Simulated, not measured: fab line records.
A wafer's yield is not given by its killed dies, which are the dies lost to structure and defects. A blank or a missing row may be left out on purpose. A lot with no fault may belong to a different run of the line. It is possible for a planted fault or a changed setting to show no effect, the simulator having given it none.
Which tool was responsible? :: flow n5 finfet :: 23 lots, 69 wafers sampled, at 2 steps of a route of 1938

## WHAT THE GAUGES SHOWED, per wafer
N5_HKMG_FIN_CD_MEAS_12: the cd target is 92.8 nm.
lot: L074
measured: day 4 03:26
on: cd sem-03
cd nm (nm): 93.9 94.0 92.2

lot: L075
measured: day 4 13:34
on: cd sem-03
cd nm (nm): 90.7 92.9 90.9

lot: L076
measured: day 4 15:43
on: cd sem-02
cd nm (nm): 92.9 95.0 93.1

lot: L077
measured: day 5 02:16
on: cd sem-03
cd nm (nm): 93.0 93.5 93.8

lot: L078
measured: day 5 03:14
on: cd sem-01
cd nm (nm): 92.1 90.9 92.4

lot: L079
measured: day 5 10:44
on: cd sem-01
cd nm (nm): 91.6 93.0 93.4

lot: L080
measured: day 5 14:29
on: cd sem-03
cd nm (nm): 93.2 93.4 92.5

lot: L081
measured: day 5 20:53
on: cd sem-01
cd nm (nm): 91.8 92.5 91.9

lot: L082
measured: day 6 05:45
on: cd sem-01
cd nm (nm): 92.3 91.3 92.2

lot: L083
measured: day 6 10:19
on: cd sem-03
cd nm (nm): 92.3 92.9 92.9

lot: L084
measured: day 6 19:23
on: cd sem-01
cd nm (nm): 92.6 93.7 92.8

lot: L085
measured: day 6 21:43
on: cd sem-01
cd nm (nm): 92.4 91.8 94.1

lot: L086
measured: day 7 06:24
on: cd sem-03
cd nm (nm): 92.7 92.9 93.9

lot: L087
measured: day 7 12:47
on: cd sem-01
cd nm (nm): 90.8 92.9 93.0

lot: L088
measured: day 7 15:51
on: cd sem-02
cd nm (nm): 92.5 92.6 93.7

lot: L089
measured: day 7 23:58
on: cd sem-03
cd nm (nm): 90.9 91.8 91.9

lot: L090
measured: day 8 01:34
on: cd sem-02
cd nm (nm): 92.1 92.5 93.5

lot: L091
measured: day 8 08:47
on: cd sem-01
cd nm (nm): 93.1 94.6 93.7

lot: L092
measured: day 8 19:08
on: cd sem-03
cd nm (nm): 92.8 94.4 92.8

lot: L093
measured: day 8 21:52
on: cd sem-02
cd nm (nm): 93.2 93.2 94.2

lot: L095
measured: day 9 09:32
on: cd sem-02
cd nm (nm): 92.8 94.2 92.2

lot: L096
measured: day 9 16:18
on: cd sem-02
cd nm (nm): 93.8 93.4 93.6

lot: L097
measured: day 9 21:26
on: cd sem-02
cd nm (nm): 92.4 92.7 92.3

## TOOL THAT RAN EACH LOT (tool first, then ch and the chambers of the sampled wafers, then the start)
lot: L074
N5_HKMG_FIN_ALD_36: ald metal-04 ch 0,1,3, day 4 02:16

lot: L075
N5_HKMG_FIN_ALD_36: ald metal-02 ch 1,2,3, day 4 12:32

lot: L076
N5_HKMG_FIN_ALD_36: ald metal-02 ch 0,3, day 4 14:34

lot: L077
N5_HKMG_FIN_ALD_36: ald metal-04 ch 0,2, day 5 01:07

lot: L078
N5_HKMG_FIN_ALD_36: ald metal-03 ch 0,2,3, day 5 02:05

lot: L079
N5_HKMG_FIN_ALD_36: ald metal-02 ch 0,1,2, day 5 09:43

lot: L080
N5_HKMG_FIN_ALD_36: ald metal-02 ch 0,1,2, day 5 13:28

lot: L081
N5_HKMG_FIN_ALD_36: ald metal-02 ch 0,1,2, day 5 19:52

lot: L082
N5_HKMG_FIN_ALD_36: ald metal-04 ch 1,3, day 6 04:43

lot: L083
N5_HKMG_FIN_ALD_36: ald metal-03 ch 0,2,3, day 6 09:10

lot: L084
N5_HKMG_FIN_ALD_36: ald metal-03 ch 1,2,3, day 6 17:19

lot: L085
N5_HKMG_FIN_ALD_36: ald metal-03 ch 0,2, day 6 20:33

lot: L086
N5_HKMG_FIN_ALD_36: ald metal-03 ch 0,1,2, day 7 05:14

lot: L087
N5_HKMG_FIN_ALD_36: ald metal-02 ch 0,1,3, day 7 11:38

lot: L088
N5_HKMG_FIN_ALD_36: ald metal-04 ch 0,1,3, day 7 14:49

lot: L089
N5_HKMG_FIN_ALD_36: ald metal-02 ch 0,1,3, day 7 22:48

lot: L090
N5_HKMG_FIN_ALD_36: ald metal-04 ch 1,2,3, day 8 00:25

lot: L091
N5_HKMG_FIN_ALD_36: ald metal-04 ch 0,1,3, day 8 07:45

lot: L092
N5_HKMG_FIN_ALD_36: ald metal-04 ch 2,3, day 8 17:59

lot: L093
N5_HKMG_FIN_ALD_36: ald metal-02 ch 0,1,3, day 8 20:43

lot: L095
N5_HKMG_FIN_ALD_36: ald metal-04 ch 0,2,3, day 9 08:23

lot: L096
N5_HKMG_FIN_ALD_36: ald metal-04 ch 0,1, day 9 15:17

lot: L097
N5_HKMG_FIN_ALD_36: ald metal-03 ch 1,2, day 9 20:24
- N5_HKMG_FIN_ALD_36: deposits TiN, target thk 1 nm, pulse time 1 s, purge time 3 s.

## WHAT THE TOOLS THEMSELVES READ (means of the sampled wafers that have a number; where no wafer has one, the mark that the record gives instead)
N5_HKMG_FIN_ALD_36.
lot: L074
tool: ald metal-04
heater power w (W): 893
precursor pulse height rel: 0.988

lot: L075
tool: ald metal-02
heater power w (W): 868
precursor pulse height rel: 0.997

lot: L076
tool: ald metal-02
heater power w (W): 865
precursor pulse height rel: 1.009

lot: L077
tool: ald metal-04
heater power w (W): 842
precursor pulse height rel: 0.979

lot: L078
tool: ald metal-03
heater power w (W): 919
precursor pulse height rel: 0.988

lot: L079
tool: ald metal-02
heater power w (W): 860
precursor pulse height rel: 1.013

lot: L080
tool: ald metal-02
heater power w (W): 876
precursor pulse height rel: 1.007

lot: L081
tool: ald metal-02
heater power w (W): 870
precursor pulse height rel: 1.008

lot: L082
tool: ald metal-04
heater power w (W): 926
precursor pulse height rel: 0.997

lot: L083
tool: ald metal-03
heater power w (W): 940
precursor pulse height rel: 1.006

lot: L084
tool: ald metal-03
heater power w (W): 1003
precursor pulse height rel: 0.982

lot: L085
tool: ald metal-03
heater power w (W): 913
precursor pulse height rel: 0.991

lot: L086
tool: ald metal-03
heater power w (W): 976
precursor pulse height rel: 0.998

lot: L087
tool: ald metal-02
heater power w (W): 886
precursor pulse height rel: 1.010

lot: L088
tool: ald metal-04
heater power w (W): 914
precursor pulse height rel: 0.983

lot: L089
tool: ald metal-02
heater power w (W): 875
precursor pulse height rel: 1.001

lot: L090
tool: ald metal-04
heater power w (W): 909
precursor pulse height rel: 0.998

lot: L091
tool: ald metal-04
heater power w (W): 906
precursor pulse height rel: 0.986

lot: L092
tool: ald metal-04
heater power w (W): 877
precursor pulse height rel: 0.992

lot: L093
tool: ald metal-02
heater power w (W): 873
precursor pulse height rel: 0.998

lot: L095
tool: ald metal-04
heater power w (W): 858
precursor pulse height rel: 0.979

lot: L096
tool: ald metal-04
heater power w (W): 903
precursor pulse height rel: 1.009

lot: L097
tool: ald metal-03
heater power w (W): 1053
precursor pulse height rel: 0.987

## THE ANSWER, worked out from the rows above alone
Rule: the lots themselves supply what counts as usual. Put in order of their means at a reading, lots are off if they are a third of the lots or fewer, leave a main group of 4 or more, and stand apart from it by a gap of 3 or more times the standard deviation of the main group's means; of several such gaps the widest counts. A main group whose means are all the same, to the digits that the tables above print for the reading, isn't used. Also off: a lot with no number at a reading for which 4 or more lots have one. Where the step has rows for the other lots, those lots are counted as sound. Order of review: gauges by route order, followed by the tools' own readings, for which a lot's mean as printed above is used. The first step at which some lot is off is used, and at that step the reading that is off furthest; a lot without a number counts as furthest.
Across all readings shown, no lot is off: no conclusion can be drawn from this.

## WHAT HAD BEEN PUT IN BY THE SIMULATOR
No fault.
